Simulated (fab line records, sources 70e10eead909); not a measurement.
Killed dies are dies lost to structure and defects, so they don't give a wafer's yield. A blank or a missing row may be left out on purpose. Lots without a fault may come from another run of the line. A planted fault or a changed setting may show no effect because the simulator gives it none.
fab line records | flow nand_harc
record lots=12 wafers=36 last_day=33
route steps=1302 shown A_STAIRCASE@785 THIN_TSV@1246 END@1302
lots that met no fault: from a run of the same line without faults
start_h: hours from the record's first day to the start of the lot's first wafer shown | wait_h: hours since the lot's step before | " the same as in the row above | L1.1+2: a row that stands for several wafers | - no value, or no start given | * or withheld: withheld | < > ~ a bound
route shown NAME@n: a module of which the file shows steps, and the number in the route of the first | usual: mean/standard deviation of fault-free wafers | same: alike in all rows | chamber/n: place in a boat | sites: the reading at each site | _std_site: their standard deviation | _edge_site: outer sites' mean less inner sites' | radius_mm: how far each site lies from the wafer's centre | mask NAME#n: copy n | behind: the tool/chamber that last shaped the wafer | hold: why the lot was held/for how many hours/how that ended | device: the transistor (n, p or np) that didn't switch | end of line: the same wafers' tests at the end of the route | a step without rows: its recipe alone | killed: dies lost to structure and defects at the first sort, not the wafer's yield | map: a wafer's dies, x killed, . not, _ none there
set.NAME: the setting as run; set.NAME@STEP: as run at that earlier step | model.NAME: the simulator's own value behind a step, which no gauge read
steps of the route over a sample of lots; a table a step, a row a wafer
services: from which hour (start_h, from the record's first day; less than 0 if before it) a tool's chamber was out of use, for how many hours, and why
## steps
# step NHARC_A_STAIRCASE_ETCH_271
# recipe cf4_flow_sccm=100 chf3_flow_sccm=30 ar_flow_sccm=0 rf_w=500 bias_w=200 chemistry=CF4/CHF3
# usual chf3_flow_sccm=30.00/0.083 drypump_motor_current_A=5.7/0.55 oes_product_au=0.947/0.024 rf_vpp_V=370.7/2.7 showerhead_plenum_p_Torr=1.58/0.077 throttle_valve_pct=16.803/0.0099
# columns lot.wafer tool chamber start_h wait_h chf3_flow_sccm drypump_motor_current_A oes_product_au rf_hours_counter_h rf_vpp_V showerhead_plenum_p_Torr throttle_valve_pct
L577.1 rie_diel-11 0 373.13 0.1 29.92 6.0 0.975 34 374.7 1.68 16.794
L577.2 " 3 " " 29.99 6.2 0.978 34 375.6 1.69 16.811
L577.6 " 3 " " 29.94 6.2 0.970 - 373.1 1.69 16.806
L580.4 rie_diel-13 1 396.53 0.1 30.11 4.8 0.946 17 370.4 1.53 16.790
L580.2 " 2 " " 30.00 5.6 0.969 19 368.4 1.52 16.822
L580.6 " 1 " " 30.02 4.8 0.943 - 368.8 1.53 16.787
L582.2 rie_diel-03 1 410.56 0.1 29.90 4.7 0.965 30 367.0 1.47 16.802
L582.1 " 3 " " 30.00 5.9 0.977 16 371.4 1.61 16.799
L582.5 " 3 " " 29.96 5.9 0.981 - 372.0 1.61 16.795
L581.3 rie_diel-13 1 412.39 0.1 29.99 4.8 0.914 26 370.2 1.53 16.792
L581.2 " 0 " " 30.05 6.5 0.939 23 368.0 1.54 16.799
L581.6 " 1 " " 29.98 4.8 0.925 - 370.4 1.53 16.792
L583.3 rie_diel-13 2 430.00 0.1 29.84 5.6 0.922 33 368.0 1.51 16.806
L583.5 " 2 " " 29.90 5.6 0.928 - 368.3 1.51 16.789
L583.6 " 3 " " 30.06 5.2 0.928 - 372.8 1.69 16.810
L584.3 rie_diel-11 3 430.44 0.1 30.10 6.2 0.955 56 372.7 1.69 16.797
L584.1 " 0 " " 30.10 6.0 0.958 53 372.5 1.67 16.810
L584.6 " 0 " " 30.08 6.0 0.967 - 374.8 1.67 16.807
L585.3 rie_diel-11 2 463.20 0.1 30.04 5.3 0.951 9 368.3 1.52 16.805
L585.1 " 3 " " 29.97 6.2 0.944 7 373.9 1.68 16.804
L585.5 " 3 " " 30.12 6.2 0.945 - 373.3 1.68 16.808
L586.1 rie_diel-13 3 464.76 0.1 30.05 5.2 0.933 48 375.1 1.69 16.785
L586.2 " 0 " " 30.00 6.5 0.938 41 369.3 1.53 16.808
L586.5 " 3 " " 29.95 5.2 0.922 - 374.3 1.69 16.809
L587.3 rie_diel-11 0 470.90 0.2 30.10 5.9 0.932 9 374.4 1.67 16.802
L587.5 " 0 " " 30.22 6.0 0.931 - 372.2 1.67 16.813
L587.6 " 1 " " 29.98 6.3 0.929 - 369.4 1.55 16.786
L591.4 rie_diel-11 2 516.15 0.1 29.96 5.3 0.927 21 369.1 1.51 16.807
L591.5 " 0 " " 29.98 6.0 0.923 - 374.5 1.67 16.807
L591.6 " 1 " " 30.16 6.3 0.918 - 369.2 1.55 16.809
L599.3 rie_diel-13 1 595.24 0.1 29.95 4.8 0.970 18 368.8 1.52 16.791
L599.1 " 3 " " 29.92 5.2 0.950 24 374.6 1.68 16.811
L599.4 " 0 " " 30.01 6.5 0.968 20 368.5 1.53 16.821
L600.4 rie_diel-13 0 602.87 0.1 30.01 6.5 0.923 23 369.3 1.53 16.803
L600.2 " 1 " " 29.94 4.8 0.932 21 367.3 1.52 16.801
L600.5 " 3 " " 29.98 5.3 0.922 - 373.2 1.67 16.800
# step NHARC_THIN_TSV_THK_MEAS_02
# recipe thk_meas_gauge=ir
# usual thk_nm=2967/220
# columns lot.wafer tool chamber start_h wait_h thk_nm
L577.1 film_metro-02 - 559.71 0.2 3130
L577.2 " - " " 3051
L577.6 " - " " 2869
L580.2 film_metro-02 - 564.67 - 2857
L580.4 " - " " 2689
L580.6 " - " " 2582
L581.2 film_metro-01 - 590.87 - 3352
L581.3 " - " " 2955
L581.6 " - " " 2897
L582.1 film_metro-01 - 592.08 - 2704
L582.2 " - " " 2933
L582.5 " - " " 2892
L584.1 film_metro-02 - 602.90 - 3164
L584.3 " - " " 2964
L584.6 " - " " 3093
L583.3 film_metro-02 - 604.10 - 3022
L583.5 " - " " 3469
L583.6 " - " " 3205
L585.1 film_metro-01 - 637.80 0.2 2495
L585.3 " - " " 2506
L585.5 " - " " 2647
L587.3 film_metro-01 - 639.00 - 2628
L587.5 " - " " 2739
L587.6 " - " " 2867
L586.1 film_metro-02 - 645.23 0.2 2923
L586.2 " - " " 3148
L586.5 " - " " 2865
L591.4 film_metro-02 - 696.75 0.2 2956
L591.5 " - " " 2767
L591.6 " - " " 2962
L599.1 film_metro-02 - 768.68 - 3053
L599.3 " - " " 2767
L599.4 " - " " 3070
L600.2 film_metro-01 - 780.38 0.2 3058
L600.4 " - " " 2562
L600.5 " - " " 2680
# step NHARC_THIN_TSV_DESCUM_14
# recipe time_s=3 o2_flow_sccm=200 ar_flow_sccm=0 bias_power_w=0 chemistry=O2
# usual drypump_motor_current_A=5.7/0.45 oes_product_au=0.996/0.01 rf_vpp_V=57.9/0.93 showerhead_plenum_p_Torr=1.91/0.087 throttle_valve_pct=11.311/0.0087
# same time_s=3
# columns lot.wafer tool chamber start_h wait_h drypump_motor_current_A oes_product_au rf_hours_counter_h rf_vpp_V showerhead_plenum_p_Torr throttle_valve_pct
L577.2 rie_diel-02 0 561.03 - 5.4 1.006 8.0 59.0 1.78 11.329
L577.1 " 1 " " 5.7 0.989 7.8 57.6 1.88 11.318
L577.6 " 3 " " 5.7 1.008 - 58.3 1.89 11.304
L580.4 rie_diel-06 0 565.87 - 5.9 0.991 4.6 57.5 2.05 11.315
L580.2 " 1 " " 4.9 1.019 4.3 57.4 1.82 11.296
L580.6 " 0 " " 5.9 0.994 - 59.5 2.05 11.318
L581.2 rie_diel-06 3 592.10 - 5.8 0.985 6.5 58.2 2.06 11.304
L581.3 " 0 " " 5.9 1.007 6.3 57.6 2.05 11.316
L581.6 " 2 " " 5.7 0.992 - 57.9 1.93 11.321
L582.1 rie_diel-01 1 593.18 - 6.5 1.001 1.2 57.9 1.96 11.299
L582.2 " 2 " " 5.3 0.979 1.3 57.0 1.89 11.316
L582.5 " 3 " " 6.4 1.002 - 58.0 1.99 11.314
L584.3 rie_diel-06 0 604.12 - 5.9 0.994 7.0 58.1 2.05 11.309
L584.1 " 2 " " 5.7 0.985 6.9 58.7 1.93 11.319
L584.6 " 0 " " 5.9 0.994 - 59.0 2.05 11.324
L583.3 rie_diel-01 0 605.19 - 5.5 1.007 1.6 57.1 1.81 11.296
L583.5 " 0 " " 5.5 0.996 - 56.0 1.81 11.314
L583.6 " 1 " " 6.5 1.000 - 57.8 1.96 11.307
L585.3 rie_diel-02 3 639.02 - 5.7 0.997 3.8 57.9 1.89 11.298
L585.1 " 1 " " 5.7 1.003 4.0 57.0 1.88 11.324
L585.5 " 2 " " 5.5 1.015 - 58.0 1.86 11.315
L587.3 rie_diel-01 1 640.23 - 6.4 0.993 2.7 59.7 1.96 11.313
L587.5 " 3 " " 6.4 0.993 - 56.7 1.99 11.297
L587.6 " 0 " " 5.5 0.999 - 58.0 1.81 11.305
L586.2 rie_diel-01 3 646.32 - 6.5 1.000 3.3 59.2 1.99 11.308
L586.1 " 1 " " 6.5 1.000 3.1 56.5 1.96 11.322
L586.5 " 3 " " 6.4 1.006 - 57.5 1.99 11.312
L591.4 rie_diel-01 1 697.96 - 6.5 0.992 6.7 58.3 1.96 11.313
L591.6 " 1 " " 6.5 0.994 - 58.2 1.96 11.299
L591.5 " 2 " " 5.4 0.981 - 58.3 1.89 11.321
L599.1 rie_diel-06 0 770.03 - 6.0 0.983 4.3 58.3 2.04 11.313
L599.3 " 1 " " 5.0 1.005 4.1 55.6 1.82 11.312
L599.4 " 2 " " 5.7 0.992 3.9 58.3 1.93 11.311
L600.4 rie_diel-06 1 781.69 - 4.9 1.001 5.0 57.4 1.82 11.303
L600.2 " 2 " " 5.7 0.997 5.0 56.9 1.93 11.314
L600.5 " 0 " " 6.0 0.991 - 58.4 2.04 11.313
# step NHARC_THIN_TSV_PRE_CLEAN_54
# recipe time_s=30 temp_c=280 gas=H2/He
# usual heater_power_w=414/44 susceptor_temp_C=280.01/0.21
# same time_s=30
# columns lot.wafer tool chamber start_h wait_h heater_power_w susceptor_temp_C
L577.2 pvd_sputter-03 - 565.69 0.0 413 280.10
L577.1 " - " " 356 279.77
L577.6 " - " " 360 280.05
L580.4 pvd_sputter-03 - 570.57 0.1 366 280.03
L580.2 " - " " 416 280.42
L580.6 " - " " 353 279.90
L581.3 pvd_sputter-03 - 597.05 0.1 408 280.17
L581.2 " - " " 362 279.85
L581.6 " - " " 376 279.94
L582.2 pvd_sputter-01 - 598.04 0.1 459 280.11
L582.1 " - " " 444 280.15
L582.5 " - " " 452 280.03
L584.3 pvd_sputter-02 - 608.89 0.1 398 279.85
L584.1 " - " " 388 279.98
L584.6 " - " " 360 279.93
L583.3 pvd_sputter-01 - 609.99 0.1 488 279.95
L583.6 " - " " 446 280.37
L583.5 " - " " 463 279.53
L585.1 pvd_sputter-03 - 643.70 0.1 426 279.92
L585.3 " - " " 359 280.05
L585.5 " - " " 416 279.94
L587.3 pvd_sputter-03 - 644.90 0.0 366 280.10
L587.5 " - " " 363 280.06
L587.6 " - " " 369 280.11
L586.2 pvd_sputter-01 - 651.00 0.1 461 280.37
L586.1 " - " " 450 279.73
L586.5 " - " " 445 280.03
L591.4 pvd_sputter-01 - 703.34 0.1 457 280.16
L591.6 " - " " 452 280.41
L591.5 " - " " 462 279.88
L599.3 pvd_sputter-03 - 774.83 0.0 350 279.96
L599.1 " - " " 349 279.95
L599.4 " - " " 417 280.04
L600.4 pvd_sputter-01 - 786.64 0.0 506 279.81
L600.2 " - " " 460 279.78
L600.5 " - " " 509 279.96
# step NHARC_END_SORT_01
# recipe temp_c=25
# usual killed_at_array=55/20 killed_at_other=0.7/0.96 killed_at_periphery=4.1/2.4 killed_dies=60/20 killed_open=3.3/1.9 killed_short=2.8/1.6
# same gross_dies=677
# columns lot.wafer tool chamber start_h wait_h killed_at_array killed_at_other killed_at_periphery killed_dies killed_open killed_short
L587.3 prober-02 0 656.20 3.1 113 0 6 119 4 3
L587.5 prober-02 0 657.81 3.7 121 0 5 126 5 1
L587.6 prober-02 0 658.62 4.0 124 0 8 132 3 1
L591.4 prober-02 0 715.88 3.4 137 0 4 141 5 4
L591.5 prober-02 0 716.68 3.7 125 0 2 127 5 4
L591.6 prober-02 0 717.49 4.0 132 2 3 137 5 0
# killed by level:class
L587.3 A_STAIRCASE:unspecified=74 A_SLIT:chamber_film_flake=22 A_CONTACT:chamber_film_flake=6 A_CHANNEL_HOLE_D2:chamber_film_flake=3 P_M2:chamber_film_flake=2 P_BONDPAD:chamber_film_flake=2 P_STI:geometric_particle:open=1 P_CONTACT:geometric_particle:open=1
L587.5 A_STAIRCASE:unspecified=74 A_SLIT:chamber_film_flake=29 A_CONTACT:chamber_film_flake=4 A_CHANNEL_HOLE_D2:chamber_film_flake=3 A_CHANNEL_HOLE_D1:chamber_film_flake=2 A_DECK1_JOINT:chamber_film_flake=2 P_GATE:geometric_particle:open=1 P_CONTACT:geometric_particle:open=1
L587.6 A_STAIRCASE:unspecified=81 A_SLIT:chamber_film_flake=30 P_M2:chamber_film_flake=4 A_CHANNEL_HOLE_D1:chamber_film_flake=4 A_CHANNEL_FILL_D1:geometric_particle:open=2 A_CONTACT:chamber_film_flake=2 A_CHANNEL_HOLE_D2:chamber_film_flake=2 P_CONTACT:geometric_particle:open=1
L591.4 A_STAIRCASE:unspecified=71 A_CHANNEL_HOLE_D1:chamber_film_flake=35 A_CHANNEL_HOLE_D2:chamber_film_flake=16 A_SLIT:chamber_film_flake=4 A_CHANNEL_FILL_D2:geometric_particle:short=3 P_GATE:chamber_film_flake=3 A_CHANNEL_FILL_D1:geometric_particle:open=2 A_M0:geometric_particle:open=2
L591.5 A_STAIRCASE:unspecified=71 A_CHANNEL_HOLE_D1:chamber_film_flake=24 A_CHANNEL_HOLE_D2:chamber_film_flake=16 A_STAIRCASE:chamber_film_flake=3 A_ONON_D1:geometric_particle:open=2 A_ONON_D1:geometric_particle:short=2 A_M0:geometric_particle:open=2 A_ONON_D2:geometric_particle:short=1
L591.6 A_STAIRCASE:unspecified=79 A_CHANNEL_HOLE_D1:chamber_film_flake=32 A_CHANNEL_HOLE_D2:chamber_film_flake=12 A_STAIRCASE:chamber_film_flake=3 STARTING-WAFER:geometric_particle:open=2 A_SLIT:chamber_film_flake=2 A_CONTACT:chamber_film_flake=2 P_M0:geometric_particle:open=1
## services
# columns tool chamber start_h hours kind
pvd_sputter-03 - 353.37 10.0 pm
rie_diel-06 2 366.30 20.7 repair
rie_diel-01 3 369.74 8.7 repair
rie_diel-01 - 380.80 9.0 pm
pvd_sputter-01 - 384.47 2.6 repair
rie_diel-01 3 401.47 10.7 repair
pvd_sputter-01 - 404.00 10.0 pm
rie_diel-06 1 405.26 8.9 repair
rie_diel-11 1 406.30 4.6 repair
rie_diel-11 0 412.92 1.2 repair
rie_diel-13 0 414.23 11.1 repair
pvd_sputter-03 - 415.56 0.7 repair
rie_diel-11 - 432.72 9.0 pm
rie_diel-06 2 447.35 14.3 repair
rie_diel-01 2 469.83 6.3 repair
pvd_sputter-01 - 476.75 3.5 repair
rie_diel-11 0 477.13 5.4 repair
rie_diel-11 - 480.17 0.7 repair
rie_diel-13 - 520.02 9.0 pm
pvd_sputter-03 - 531.37 10.0 pm
rie_diel-13 2 637.12 12.7 repair
rie_diel-13 - 697.13 9.0 pm
pvd_sputter-03 - 709.37 10.0 pm
rie_diel-13 0 744.17 6.3 repair
## key
first_sign step=NHARC_END_SORT_01 reading=killed_dies direction=up sigmas=3.6 usual=60 struck=130
effect step=NHARC_END_SORT_01 reading=killed_at_array direction=up sigmas=3.5 usual=55 struck=125
more_kills_born_at NHARC_A_STAIRCASE_ETCH_271@rie_diel-11=450
met_at NHARC_A_STAIRCASE_ETCH_271
struck_lots L587,L591
tester_left_out L587,L591
not_acting_at NHARC_THIN_TSV_THK_MEAS_02,NHARC_THIN_TSV_DESCUM_14,NHARC_THIN_TSV_PRE_CLEAN_54
onset_between 463.20 470.90
fault kind=chamber_particle_source tool=rie_diel-11 chamber=- onset_h=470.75 steps=NHARC_A_STAIRCASE_ETCH_271 rate_per_visit_cm2=2.0409 end_h=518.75
# tester_left_out: of these lots the tester's yield and bins aren't shown, on N5 and GAA mostly nor the transistor test; their killed dies are dies lost to structure and defects alone, not to doping, threshold or leakage, so they don't give the yield
